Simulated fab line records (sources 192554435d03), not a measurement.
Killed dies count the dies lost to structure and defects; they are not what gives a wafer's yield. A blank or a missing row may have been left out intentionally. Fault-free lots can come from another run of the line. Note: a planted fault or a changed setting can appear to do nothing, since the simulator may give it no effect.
Chamber matching :: flow n5 finfet :: 4 sister chambers for N5_MOL_CONTACT_COAG_DESCUM_13 on rie diel-04
The step chemistry O2, time 7 s. 14 wafers are shown with their chamber, then 7 later ones without.

== WAFERS PAIRED WITH THEIR CHAMBERS ==
wafer: L075.2
chamber: 2
showerhead plenum p Torr (Torr): 1.98
throttle valve pct (%): 20.51
oes product au (a.u.): 0.73

wafer: L075.5
chamber: 0
showerhead plenum p Torr (Torr): 1.98
throttle valve pct (%): 20.76
oes product au (a.u.): 0.70

wafer: L075.6
chamber: 3
showerhead plenum p Torr (Torr): 2.15
throttle valve pct (%): 20.43
oes product au (a.u.): 0.97

wafer: L080.3
chamber: 0
showerhead plenum p Torr (Torr): 1.98
throttle valve pct (%): 20.79
oes product au (a.u.): 0.68

wafer: L080.4
chamber: 3
showerhead plenum p Torr (Torr): 2.14
throttle valve pct (%): 20.42
oes product au (a.u.): 0.94

wafer: L080.5
chamber: 2
showerhead plenum p Torr (Torr): 1.98
throttle valve pct (%): 20.55
oes product au (a.u.): 0.72

wafer: L085.1
chamber: 2
showerhead plenum p Torr (Torr): 1.97
throttle valve pct (%): 20.55
oes product au (a.u.): 0.71

wafer: L085.4
chamber: 1
showerhead plenum p Torr (Torr): 2.07
throttle valve pct (%): 20.39
oes product au (a.u.): 0.67

wafer: L085.6
chamber: 1
showerhead plenum p Torr (Torr): 2.07
throttle valve pct (%): 20.38
oes product au (a.u.): 0.67

wafer: L086.1
chamber: 3
showerhead plenum p Torr (Torr): 2.14
throttle valve pct (%): 20.46
oes product au (a.u.): 0.90

wafer: L086.3
chamber: 1
showerhead plenum p Torr (Torr): 2.07
throttle valve pct (%): 20.40
oes product au (a.u.): 0.67

wafer: L086.5
chamber: 2
showerhead plenum p Torr (Torr): 1.97
throttle valve pct (%): 20.54
oes product au (a.u.): 0.71

wafer: L087.1
chamber: 1
showerhead plenum p Torr (Torr): 2.07
throttle valve pct (%): 20.39
oes product au (a.u.): 0.67

wafer: L087.4
chamber: 2
showerhead plenum p Torr (Torr): 1.97
throttle valve pct (%): 20.54
oes product au (a.u.): 0.70

SIGNATURES (means of the wafers above)
reading: showerhead plenum p Torr
chamber 0: 1.9800
chamber 1: 2.0700
chamber 2: 1.9740
chamber 3: 2.1433
scatter within a chamber: 0.00432

reading: throttle valve pct
chamber 0: 20.7750
chamber 1: 20.3900
chamber 2: 20.5380
chamber 3: 20.4367
scatter within a chamber: 0.0161

reading: oes product au
chamber 0: 0.6900
chamber 1: 0.6700
chamber 2: 0.7140
chamber 3: 0.9367
scatter within a chamber: 0.0179
Rule: distance of a wafer from a chamber = root of the sum over the readings of ((wafer's reading minus chamber's mean) / reading's scatter) squared. The wafer belongs to the nearest chamber; if the next one is less than 2 further off, it can't be placed. How the scatter is found: for the shown wafers, subtract from each reading the mean of its chamber, square and add these, divide the total by (wafers less chambers), then take the root.

== WAFERS WITHOUT THEIR CHAMBER ==
wafer: L087.5
showerhead plenum p Torr (Torr): 2.14
throttle valve pct (%): 20.45
oes product au (a.u.): 0.89

wafer: L094.2
showerhead plenum p Torr (Torr): 1.97
throttle valve pct (%): 20.59
oes product au (a.u.): 0.70

wafer: L094.3
showerhead plenum p Torr (Torr): 2.13
throttle valve pct (%): 20.48
oes product au (a.u.): 0.87

wafer: L094.5
showerhead plenum p Torr (Torr): 2.24
throttle valve pct (%): 20.45
oes product au (a.u.): 0.91

wafer: L096.1
showerhead plenum p Torr (Torr): 1.96
throttle valve pct (%): 20.58
oes product au (a.u.): 0.70

wafer: L096.3
showerhead plenum p Torr (Torr): 2.06
throttle valve pct (%): 20.15
oes product au (a.u.): 0.95

wafer: L096.5
showerhead plenum p Torr (Torr): 2.13
throttle valve pct (%): 20.49
oes product au (a.u.): 0.86

== WHICH CHAMBER EACH ONE RAN IN ==
wafer: L087.5
from the rows above: 3
in truth: 3

wafer: L094.2
from the rows above: 2
in truth: 2

wafer: L094.3
from the rows above: 3
in truth: 3

wafer: L094.5
from the rows above: 3
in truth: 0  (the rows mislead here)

wafer: L096.1
from the rows above: 2
in truth: 2

wafer: L096.3
from the rows above: 1
in truth: 1

wafer: L096.5
from the rows above: 3
in truth: 3
Correctly placed: 6 of 7. Left unplaced by these rows: 0. 1 placed wrongly.
